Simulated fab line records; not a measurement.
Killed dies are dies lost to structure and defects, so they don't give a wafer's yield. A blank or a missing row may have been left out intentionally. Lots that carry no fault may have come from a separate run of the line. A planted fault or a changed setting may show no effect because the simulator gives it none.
Chamber matching ; flow n5Finfet ; N5_BEOL_M10_ETCH_65 on rieDiel-01 has 4 sister chambers
The step etches SiARC in CF4, target depth 39 nm, time 65 s. 8 wafers are shown with their chamber, then 7 later ones without.

== WAFERS, EACH WITH ITS CHAMBER ==
wafer;chamber;drypumpMotorCurrentA (A);throttleValvePct (%)
L079.3;3;6.1;15.23
L082.5;3;6.1;15.22
L077.3;2;5.8;15.61
L085.2;2;5.8;15.67
L085.3;0;4.9;15.71
L085.5;1;6.3;15.40
L088.1;1;6.3;15.38
L088.2;0;4.8;15.74

== WAFERS WITH NO CHAMBER GIVEN ==
wafer;drypumpMotorCurrentA (A);throttleValvePct (%)
L088.3;5.8;15.65
L092.2;6.3;15.42
L092.4;6.1;15.28
L092.6;5.8;15.68
L097.2;5.8;15.69
L097.3;6.3;15.44
L097.6;6.3;15.43

== WHICH CHAMBER EACH WENT THROUGH ==
wafer;from the rows above;in truth
L088.3;2;2
L092.2;1;1
L092.4;3;3
L092.6;2;2
L097.2;2;2
L097.3;1;1
L097.6;1;1
Correct placement for 7 of the 7. Left unplaced by these rows: 0. Placed wrongly: 0.
How it was worked out, from the rows above alone: a wafer's distance from a chamber is the root of the sum, over the readings, of the square of ((its reading less the chamber's mean) divided by the reading's scatter). The wafer belongs to the nearest chamber; if the next one is less than 2 further off, it can't be placed. A chamber's mean is the mean of its shown wafers. The scatter: take each reading less its chamber's mean, square it, sum over the shown wafers, divide by the number of wafers less the number of chambers, and take the root.
